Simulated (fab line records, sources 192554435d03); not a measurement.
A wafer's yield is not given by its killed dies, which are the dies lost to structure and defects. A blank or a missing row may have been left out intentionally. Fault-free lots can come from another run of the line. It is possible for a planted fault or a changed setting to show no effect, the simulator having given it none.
Split-lot experiment ; flow n5-finfet ; 21 wafers read from 7 lots, route of 1938 steps

ON THE SPLIT
At N5_DUMMY_GATE_EXPOSE_12 (exposes mask GATE, target cd 25 nm), the setting dose-mj was moved away from the recipe's 34 on 4 of the 21 wafers read, by +3.5% to +5.8%. All remaining wafers had this setting at the recipe value.

FROM THE SPLIT TO THE READING: what the file shows between them, 2 steps
- N5_DUMMY_GATE_PEB_13: peb time 60 s
- N5_DUMMY_GATE_DEVELOP_14: develop time 30 s

THE READING
cd-nm (nm) at N5_DUMMY_GATE_CD_MEAS_15, where the cd target is 25.8 nm. A value of 25.06 nm with a standard deviation of 0.28 nm is what fault-free wafers of this fab line usually give.

wafer;tool, chamber at the split;dose-mj as run;against the recipe;cd-nm, nm;against lot-mates on the recipe
L075.1;euv-scanner-01, 0;35.2;+3.5%;24.52;-0.63
L075.3;euv-scanner-01, 0;35.2;+3.5%;24.35;-0.80
L075.4;euv-scanner-01, 0;34;recipe;25.15;-
L077.2;euv-scanner-01, 0;34;recipe;25.10;-
L077.3;euv-scanner-01, 0;34;recipe;25.22;-
L077.4;euv-scanner-01, 0;34;recipe;24.95;-
L078.2;euv-scanner-02, 0;34;recipe;24.91;-
L078.4;euv-scanner-02, 0;34;recipe;24.89;-
L078.5;euv-scanner-02, 0;34;recipe;24.89;-
L079.3;euv-scanner-01, 0;34;recipe;25.37;-
L079.4;euv-scanner-01, 0;34;recipe;25.37;-
L079.6;euv-scanner-01, 0;34;recipe;25.42;-
L081.3;euv-scanner-01, 0;34;recipe;25.23;-
L081.4;euv-scanner-01, 0;34;recipe;24.92;-
L081.6;euv-scanner-01, 0;34;recipe;24.98;-
L082.2;euv-scanner-01, 0;35.98;+5.8%;23.71;-1.30
L082.4;euv-scanner-01, 0;34;recipe;25.01;-
L082.5;euv-scanner-01, 0;35.98;+5.8%;23.84;-1.17
L088.3;euv-scanner-01, 0;34;recipe;25.14;-
L088.5;euv-scanner-01, 0;34;recipe;25.11;-
L088.6;euv-scanner-01, 0;34;recipe;25.13;-

THE FIT
A straight line over all 21 wafers: cd-nm changes by -0.219 nm for each +1% of dose-mj; r = -0.93; the points scatter about the line by 0.17 nm.
The same after taking each lot's own level away (the mean of its wafers on the recipe; 21 wafers): -0.21 nm for each +1%; r = -0.98; scatter 0.079 nm.
That fit puts the effect of the largest move of dose-mj on the reading at 1.2 nm.
The span of the lots' own levels, 24.897 to 25.387 nm, comes to 1.8 times the standard deviation stated above.
So the lot-to-lot level changes the slope little: the two slopes agree.
Check: -1.17 nm against its lot-mates is what the line predicts for one of the wafers moved furthest among these (+5.8%) when that wafer is left out of the fit. Against them it came out at -1.3 nm.

OTHER SPLITS ON THESE WAFERS
Before the reading, these wafers also passed through other splits. Each is held against what the fit with the lots' levels taken away leaves over:
other split on the same wafers;wafers away from the commonest value;r with cd-nm (lot level and that fit taken away)
N5_WELL_APT_EXPOSE_05 dose-mj;10;+0.27
N5_FIN_SAQP_SPACER1_ALD_24 ald-cycles;7;-0.15
N5_DUMMY_GATE_COAT_28 spin-rpm;9;+0.02

THE FILE'S OWN FIT
cd-nm changes by -0.211 nm for each +1% of dose-mj, r = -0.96.
